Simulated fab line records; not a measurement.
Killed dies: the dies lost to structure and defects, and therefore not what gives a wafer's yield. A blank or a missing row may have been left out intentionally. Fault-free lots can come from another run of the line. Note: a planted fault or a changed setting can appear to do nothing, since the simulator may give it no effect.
Lot-split experiment    flow n5-finfet    21 wafers read across 7 lots, on a route 1938 steps long

== ON THE SPLIT ==
At N5_BEOL_M9_COAT_22 (resist thk 30 nm), the setting spin-rpm was moved away from the recipe's 1500 rpm on 8 of the 21 wafers read, by -9.9% to +10.7%. This setting was run at the recipe's value on the other wafers.

== FROM THE SPLIT TO THE READING: what the file shows between them, 2 steps ==
- N5_BEOL_M9_EBR_24
- N5_BEOL_M9_SOFTBAKE_23: time 60 s

== THE READING ==
CAR-EUV_of_BEOL_M9_COAT_22.thk-nm (the simulator's own value, which no gauge read), in nm, at N5_BEOL_M9_DESCUM_33 (chemistry O2, time 7 s). There is no usual value for it anywhere in the file. Here, 13 wafers ran the recipe; their average is 26.0 nm with a standard deviation of 0.084 nm.

wafer   tool, chamber at the split  spin-rpm as run, rpm  against the recipe  CAR-EUV_of_BEOL_M9_COAT_22.thk-nm, nm  against lot-mates on the recipe
L076.1  litho-track-03, 0           1500                  recipe              26                                     -
L076.4  litho-track-03, 0           1500                  recipe              26                                     -
L076.2  litho-track-03, 0           1562                  +4.1%               25.4                                   -0.6
L079.1  litho-track-04, 0           1661                  +10.7%              24.6                                   -1.4
L079.3  litho-track-04, 0           1661                  +10.7%              24.4                                   -1.6
L079.6  litho-track-04, 0           1500                  recipe              26                                     -
L083.3  litho-track-03, 0           1450                  -3.3%               26.4                                   +0.4
L083.5  litho-track-03, 0           1450                  -3.3%               26.4                                   +0.4
L083.6  litho-track-03, 0           1500                  recipe              26                                     -
L088.2  litho-track-04, 0           1545                  +3.0%               25.6                                   -0.4
L088.3  litho-track-04, 0           1500                  recipe              26                                     -
L088.4  litho-track-04, 0           1500                  recipe              26                                     -
L091.1  litho-track-04, 0           1500                  recipe              26                                     -
L091.4  litho-track-04, 0           1352                  -9.9%               27.6                                   +1.6
L091.5  litho-track-04, 0           1352                  -9.9%               27.6                                   +1.6
L096.3  litho-track-05, 0           1500                  recipe              26.2                                   -
L096.6  litho-track-05, 0           1500                  recipe              26.2                                   -
L096.5  litho-track-05, 0           1500                  recipe              26                                     -
L097.2  litho-track-05, 0           1500                  recipe              26                                     -
L097.4  litho-track-05, 0           1500                  recipe              26                                     -
L097.5  litho-track-05, 0           1500                  recipe              26.2                                   -

FIT RESULTS
A straight line over all 21 wafers: CAR-EUV_of_BEOL_M9_COAT_22.thk-nm changes by -0.148 nm for each +1% of spin-rpm; r = -0.99; the points scatter about the line by 0.096 nm.
The same after taking each lot's own level away (the mean of its wafers on the recipe; 21 wafers): -0.148 nm for each +1%; r = -0.99; scatter 0.087 nm.
The reading moves by 1.6 nm for the largest change in spin-rpm, on that fit.
Measured against the standard deviation above, the lots' own levels, which go from 26.00 to 26.13 nm, span 1.6 times it.
Consequently the slope shifts little with the lot-to-lot level, the two slopes agreeing.
Check: for one of the wafers moved furthest among these (+10.7%), held out of the fit, the line's prediction against its lot-mates is -1.65 nm. Against them it came out at -1.4 nm.

== FURTHER SPLITS ON THESE WAFERS ==
Note: prior to the reading, these wafers also went through further splits. Each is held against what the fit with the lots' levels taken away leaves over:
other split on the same wafers  wafers away from the commonest value  r with CAR-EUV_of_BEOL_M9_COAT_22.thk-nm (lot level and that fit taken away)
N5_BEOL_M8_ETCH_62 time-s       8                                     +0.01
N5_BEOL_M9_ETCH_62 time-s       5                                     +0.04

== THE WHOLE CHAIN: every reading that the file lists as answering this split, in the file's order ==
step                  what it does            reading                                                                             change (the file's fit)                r (the file's)
N5_BEOL_M9_COAT_22    resist thk 30 nm        CAR-EUV_of_BEOL_M9_COAT_22.thk-nm (the simulator's own value, which no gauge read)  -0.142 nm for each +1% of the setting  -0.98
N5_BEOL_M9_DESCUM_33  chemistry O2, time 7 s  CAR-EUV_of_BEOL_M9_COAT_22.thk-nm (the simulator's own value, which no gauge read)  -0.148 nm for each +1% of the setting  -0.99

== THE FILE'S OWN FIT ==
CAR-EUV_of_BEOL_M9_COAT_22.thk-nm changes by -0.148 nm for each +1% of spin-rpm, r = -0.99.
